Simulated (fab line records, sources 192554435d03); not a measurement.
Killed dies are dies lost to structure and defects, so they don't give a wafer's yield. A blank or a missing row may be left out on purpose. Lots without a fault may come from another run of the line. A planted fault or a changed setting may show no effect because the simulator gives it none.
Which tool did it? | flow n5_finfet | 10 lots, 30 wafers sampled, at 6 steps of a route of 1938

WHAT THE GAUGES READ, wafer by wafer
N5_BEOL_M4_RC_MEAS_101. Usual: DIBL_N 36.0 mV/V, standard deviation 2.2; DIBL_P 36.2 mV/V, standard deviation 2.4; IOFF_N 0.16 nA/um, standard deviation 0.035; IOFF_P 0.21 nA/um, standard deviation 0.037; ION_N 672 uA/um, standard deviation 13; ION_P 461 uA/um, standard deviation 7; SS_N 71.4 mV/dec, standard deviation 0.69; SS_P 73.2 mV/dec, standard deviation 0.75; VT_N 250 mV, standard deviation 3.4; VT_P -251 mV, standard deviation 3.
lot  | measured     | on        | DIBL_N (mV/V)  | DIBL_P (mV/V)  | IOFF_N (nA/um) | IOFF_P (nA/um) | ION_N (uA/um) | ION_P (uA/um) | SS_N (mV/dec)  | SS_P (mV/dec)  | VT_N (mV)   | VT_P (mV)      | flag
L751 | day 9 13:01  | prober-01 | 33.9 35.4 35.7 | 34.2 35.7 36.5 | 0.12 0.16 0.17 | 0.17 0.19 0.21 | 659 677 694   | 451 457 467   | 71.3 71.1 70.8 | 73.7 73.4 73.6 | 252 250 246 | -257 -253 -252 |
L759 | day 11 00:42 | prober-01 | 38.1 38.7 37.8 | 37.4 40.3 39.1 | 0.20 0.22 0.19 | 0.21 0.26 0.23 | 667 690 677   | 455 466 459   | 72.1 71.9 71.7 | 73.1 74.4 73.5 | 250 244 248 | -252 -246 -252 |
L760 | day 11 21:04 | prober-02 | 40.6 37.0 39.7 | 41.8 38.9 41.3 | 0.22 0.14 0.20 | 0.27 0.20 0.24 | 697 661 671   | 467 457 457   | 72.3 71.7 72.9 | 74.2 73.3 74.5 | 246 254 247 | -247 -249 -249 |
L761 | day 12 00:44 | prober-02 | 34.0 36.6 33.7 | 32.1 35.7 32.3 | 0.13 0.18 0.12 | 0.18 0.24 0.18 | 666 673 665   | 458 470 460   | 71.1 72.5 70.4 | 72.2 73.2 72.5 | 253 246 253 | -250 -246 -248 |
L764 | day 12 06:52 | prober-01 | 37.0 35.4 37.6 | 37.3 34.3 37.9 | 0.17 0.15 0.19 | 0.23 0.19 0.25 | 671 675 684   | 464 463 467   | 72.0 71.1 72.0 | 73.7 72.8 73.7 | 249 248 248 | -248 -253 -249 |
L768 | day 13 14:39 | prober-01 | 36.3 32.1 32.0 | 34.9 30.5 30.6 | 0.13 0.09 0.09 | 0.19 0.14 0.14 | 659 651 647   | 452 450 452   | 71.5 69.7 69.8 | 73.4 72.0 71.9 | 252 258 259 | -250 -256 -254 |
L769 | day 13 16:46 | prober-01 | 40.9 38.3 38.9 | 41.1 37.2 38.2 | 0.26 0.18 0.20 | 0.30 0.23 0.24 | 700 689 691   | 476 466 462   | 72.6 71.8 71.8 | 75.2 73.6 74.7 | 243 249 249 | -247 -251 -249 |
L770 | day 14 10:02 | prober-02 | 35.0 33.6 33.6 | 35.2 33.7 34.3 | 0.14 0.11 0.12 | 0.18 0.16 0.16 | 658 645 649   | 455 447 451   | 70.9 70.1 70.0 | 72.9 71.8 71.6 | 252 254 255 | -250 -254 -253 |
L772 | day 14 21:56 | prober-02 | 36.0 39.7 38.7 | 34.2 38.0 37.5 | 0.14 0.20 0.18 | 0.21 0.28 0.26 | 677 687 677   | 467 476 471   | 71.6 71.6 71.9 | 73.0 73.2 73.5 | 251 247 247 | -244 -243 -245 |
L774 | day 15 05:06 | prober-01 | 36.0 37.5 36.2 | 35.5 37.4 36.2 | 0.14 0.18 0.16 | 0.20 0.24 0.21 | 676 682 678   | 466 473 466   | 70.8 71.7 71.3 | 73.0 73.2 73.0 | 251 249 250 | -249 -247 -248 |

N5_BEOL_M7_OCD_MEAS_38. Usual: trench_depth_nm 93.1 nm, standard deviation 1.5.
lot  | measured     | on     | trench_depth_nm (nm) | flag
L751 | day 10 18:27 | ocd-01 | 92.7 96.6 95.0       |
L759 | day 12 07:13 | ocd-01 | 93.2 91.1 91.1       |
L760 | day 12 22:56 | ocd-01 | 93.9 92.4 91.3       |
L761 | day 13 04:17 | ocd-02 | 96.3 94.7 94.1       |
L764 | day 13 14:07 | ocd-01 | 94.2 94.4 95.5       |
L768 | day 14 19:31 | ocd-02 | 91.9 93.0 94.4       |
L769 | day 15 01:40 | ocd-01 | 94.7 91.9 91.5       |
L770 | day 15 09:47 | ocd-01 | 93.2 92.9 94.0       |
L772 | day 16 01:27 | ocd-02 | 94.7 91.8 91.3       |
L774 | day 16 07:07 | ocd-02 | 93.3 93.2 91.4       |

N5_BEOL_M7_CD_MEAS_35: target cd 40 nm. Usual: cd_nm 40.0 nm, standard deviation 0.6.
lot  | measured     | on        | cd_nm (nm)     | flag
L751 | day 10 18:37 | cd_sem-03 | 40.1 40.3 40.0 |
L759 | day 12 07:23 | cd_sem-02 | 40.1 40.8 39.6 |
L760 | day 12 23:05 | cd_sem-01 | 39.4 39.2 39.0 |
L761 | day 13 04:26 | cd_sem-01 | 41.2 40.3 40.5 |
L764 | day 13 14:17 | cd_sem-03 | 40.7 40.2 40.3 |
L768 | day 14 19:41 | cd_sem-01 | 38.9 39.9 39.4 |
L769 | day 15 01:56 | cd_sem-01 | 40.1 40.0 40.1 |
L770 | day 15 09:56 | cd_sem-03 | 39.5 39.5 39.2 |
L772 | day 16 01:37 | cd_sem-02 | 40.2 40.5 40.2 |
L774 | day 16 07:16 | cd_sem-03 | 40.2 40.7 38.9 |

N5_BEOL_M8_OCD_MEAS_38. Usual: trench_depth_nm 93.3 nm, standard deviation 1.4.
lot  | measured     | on     | trench_depth_nm (nm) | flag
L751 | day 11 00:36 | ocd-02 | 93.5 91.3 93.5       |
L759 | day 12 14:49 | ocd-01 | - - -                | OFF
L760 | day 13 07:34 | ocd-01 | - - -                | OFF
L761 | day 13 10:36 | ocd-02 | - - -                | OFF
L764 | day 14 00:12 | ocd-02 | 92.7 94.0 93.1       |
L768 | day 15 04:10 | ocd-02 | 91.5 93.0 92.6       |
L769 | day 15 09:40 | ocd-02 | 92.1 95.7 92.2       |
L770 | day 15 20:04 | ocd-02 | 94.5 93.9 92.3       |
L772 | day 16 08:20 | ocd-02 | 93.7 92.2 95.6       |
L774 | day 16 14:52 | ocd-02 | 94.2 93.9 95.1       |

WHICH TOOL RAN EACH LOT (tool, then ch and the chambers of the sampled wafers, then the start)
lot  | N5_BEOL_M7_CMP_52             | N5_BEOL_M8_ILD_DEP_00
L751 | cmp-04 ch 0,1,2, day 10 20:39 | pecvd-01 ch 0,1, day 10 21:06
L759 | cmp-02 ch 0,3, day 12 10:02   | pecvd-04 ch 0,2, day 12 10:29
L760 | cmp-04 ch 1,2,3, day 13 01:08 | pecvd-04 ch 0,1,2, day 13 01:38
L761 | cmp-04 ch 1,3, day 13 06:04   | pecvd-04 ch 1,2, day 13 06:33
L764 | cmp-02 ch 1,2,3, day 13 16:00 | pecvd-04 ch 0,1, day 13 16:25
L768 | cmp-04 ch 1,2,3, day 14 22:05 | pecvd-04 ch 0,1, day 14 22:32
L769 | cmp-01 ch 0,2,3, day 15 05:14 | pecvd-04 ch 0,1,2, day 15 05:41
L770 | cmp-01 ch 0,2,3, day 15 12:08 | pecvd-04 ch 0,2, day 15 12:33
L772 | cmp-02 ch 0,2, day 16 03:42   | pecvd-04 ch 0,1, day 16 04:11
L774 | cmp-04 ch 0,2,3, day 16 10:23 | pecvd-04 ch 0,2, day 16 10:52
- N5_BEOL_M7_CMP_52: polishes, stops on SiCOH lowk, t overpolish 6.9 s, target thk 80 nm.
- N5_BEOL_M8_ILD_DEP_00: deposits SiCOH lowk from DEMS/porogen, target thk 179.75 nm, time 33.4 s.

WHAT THE TOOLS THEMSELVES READ (means of the sampled wafers that have a number; where no wafer has one, the mark that the record gives instead)
N5_BEOL_M7_CMP_52. Usual: barrier_field_endpoint_s 28.6 s, standard deviation 0.74; motor_current_A 6.0 A, standard deviation 0.67; overpolish_run_s 6.900 s, standard deviation 0.0075; time_to_endpoint_s 61 s, standard deviation 3.4.
lot  | tool   | barrier_field_endpoint_s (s) | motor_current_A (A) | overpolish_run_s (s) | time_to_endpoint_s (s) | flag
L751 | cmp-04 | 29.1                         | 6.4                 | 6.898                | 62                     |
L759 | cmp-02 | 29.0                         | 5.3                 | 6.895                | 64                     |
L760 | cmp-04 | 27.6                         | 6.0                 | 6.891                | 59                     |
L761 | cmp-04 | 28.4                         | 5.9                 | 6.899                | 59                     |
L764 | cmp-02 | 29.5                         | 5.7                 | 6.897                | 66                     |
L768 | cmp-04 | 28.7                         | 5.9                 | 6.897                | 60                     |
L769 | cmp-01 | 28.4                         | 6.1                 | 6.896                | 60                     |
L770 | cmp-01 | 29.2                         | 6.2                 | 6.901                | 61                     |
L772 | cmp-02 | 28.0                         | 5.2                 | 6.896                | 59                     |
L774 | cmp-04 | 28.4                         | 6.2                 | 6.897                | 61                     |

N5_BEOL_M8_ILD_DEP_00. Usual: chamber_pressure_Torr 5.000 Torr, standard deviation 0.011; heater_power_outer_w 158 W, standard deviation 51; heater_power_w 322 W, standard deviation 75; showerhead_plenum_p_Torr 5.746 Torr, standard deviation 0.017; throttle_valve_pct 13.8 %, standard deviation 1.1.
lot  | tool     | chamber_pressure_Torr (Torr) | heater_power_outer_w (W) | heater_power_w (W) | showerhead_plenum_p_Torr (Torr) | throttle_valve_pct (%) | flag
L751 | pecvd-01 | 5.002                        | 114                      | 265                | 5.762                           | 13.6                   |
L759 | pecvd-04 | -                            | -                        | -                  | -                               | -                      | OFF
L760 | pecvd-04 | -                            | -                        | -                  | -                               | -                      | OFF
L761 | pecvd-04 | -                            | -                        | -                  | -                               | -                      | OFF
L764 | pecvd-04 | 4.999                        | 148                      | 299                | 5.724                           | 14.1                   |
L768 | pecvd-04 | 4.988                        | 151                      | 299                | 5.732                           | 13.8                   |
L769 | pecvd-04 | 5.010                        | 118                      | 254                | 5.742                           | 13.8                   |
L770 | pecvd-04 | 4.981                        | 171                      | 324                | 5.744                           | 13.2                   |
L772 | pecvd-04 | 5.007                        | 126                      | 276                | 5.715                           | 14.1                   |
L774 | pecvd-04 | 5.001                        | 125                      | 271                | 5.747                           | 13.4                   |

THE ANSWER, worked out from the rows above alone
Rule: a lot is off if the mean of its wafers that have a number lies more than 3 standard deviations from the usual mean. A lot without any number at a reading at which 4 lots or more have one is off too. The other lots that the step has rows for count as sound. The gauges are gone through in route order, then the tools' own readings, and for those a lot's mean is taken as printed above. The first step at which some lot is off is used, and at that step the reading that is off furthest; a lot without a number counts as furthest.
Off: L759, L760, L761, at N5_BEOL_M8_OCD_MEAS_38 (trench_depth_nm). Without a number there: L759, L760, L761.
A tool fits if, at a process step before that reading, it ran every lot that is off, and no sound lot after the first of them. The gauges at N5_BEOL_M8_OCD_MEAS_38 aren't tried: what is off there is off at N5_BEOL_M8_ILD_DEP_00 too, on other tools, and a gauge's error can't cause that. None of those tried fits.

WHAT THE SIMULATOR HAD PUT IN
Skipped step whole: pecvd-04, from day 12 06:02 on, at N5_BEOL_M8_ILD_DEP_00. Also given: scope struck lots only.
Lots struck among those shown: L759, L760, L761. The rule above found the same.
